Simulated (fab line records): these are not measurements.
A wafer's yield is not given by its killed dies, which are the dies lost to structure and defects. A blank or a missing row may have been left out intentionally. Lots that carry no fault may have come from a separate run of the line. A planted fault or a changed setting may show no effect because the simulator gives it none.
Matching of chambers | flow n5-finfet | rie-si-03 running N5_FIN_SAQP_ETCH_65: 4 sister chambers
The step etches SiO2 in CF4, target depth 4 nm, time 4.4 s. 18 wafers are shown with their chamber, then 9 later ones without.

WAFERS PAIRED WITH THEIR CHAMBERS
wafer  | chamber | drypump-motor-current-A (A) | throttle-valve-pct (%) | rf-fwd-power-W (W)
L085.3 | 2       | 6.2                         | 21.52                  | 782
L085.4 | 0       | 5.2                         | 21.65                  | 788
L085.5 | 1       | 5.6                         | 21.86                  | 795
L087.4 | 1       | 5.6                         | 21.88                  | 793
L087.5 | 2       | 6.1                         | 21.55                  | 786
L087.6 | 1       | 5.6                         | 21.85                  | 795
L090.1 | 0       | 5.2                         | 21.65                  | 788
L090.2 | 3       | 4.7                         | 21.44                  | 787
L090.3 | 1       | 5.6                         | 21.86                  | 794
L090.4 | 2       | 6.2                         | 21.54                  | 780
L090.5 | 1       | 5.6                         | 21.87                  | 793
L090.6 | 0       | 5.2                         | 21.67                  | 788
L091.2 | 1       | 5.6                         | 21.86                  | 794
L091.3 | 0       | 5.2                         | 21.66                  | 789
L091.4 | 2       | 6.1                         | 21.53                  | 785
L092.1 | 0       | 5.2                         | 21.66                  | 788
L092.2 | 2       | 6.2                         | 21.53                  | 785
L092.3 | 3       | 4.7                         | 21.43                  | 786

SIGNATURES, as means of the wafers listed above
reading                 | chamber 0 | chamber 1 | chamber 2 | chamber 3 | scatter within a chamber
drypump-motor-current-A | 5.200     | 5.600     | 6.160     | 4.700     | 0.0293
throttle-valve-pct      | 21.6580   | 21.8633   | 21.5340   | 21.4350   | 0.00994
rf-fwd-power-W          | 788.20    | 794.00    | 783.60    | 786.50    | 1.48
Rule: distance of a wafer from a chamber = root of the sum over the readings of ((wafer's reading minus chamber's mean) / reading's scatter) squared. If the next closest chamber is less than 2 further off than the closest, the wafer can't be placed; otherwise it belongs to the closest. The scatter is the square root of a quotient: the sum, over the shown wafers, of each reading's squared deviation from its chamber's mean, divided by wafers minus chambers.

WAFERS WITH NO CHAMBER GIVEN
wafer  | drypump-motor-current-A (A) | throttle-valve-pct (%) | rf-fwd-power-W (W)
L092.4 | 5.6                         | 21.86                  | 792
L092.5 | 6.1                         | 21.54                  | 783
L092.6 | 5.6                         | 21.87                  | 793
L093.2 | 4.7                         | 21.44                  | 792
L093.3 | 5.2                         | 21.66                  | 784
L093.4 | 5.6                         | 21.86                  | 792
L095.1 | 6.1                         | 21.55                  | 781
L095.3 | 5.6                         | 21.83                  | 793
L095.6 | 4.7                         | 21.46                  | 792

WHICH CHAMBER EACH WENT THROUGH
wafer  | from the rows above | in truth
L092.4 | 1                   | 1
L092.5 | 2                   | 2
L092.6 | 1                   | 1
L093.2 | 3                   | 3
L093.3 | 0                   | 0
L093.4 | 1                   | 1
L095.1 | 2                   | 2
L095.3 | 1                   | 1
L095.6 | 3                   | 3
Correct placement for 9 of the 9. Not placeable from these rows: 0. 0 placed wrongly.
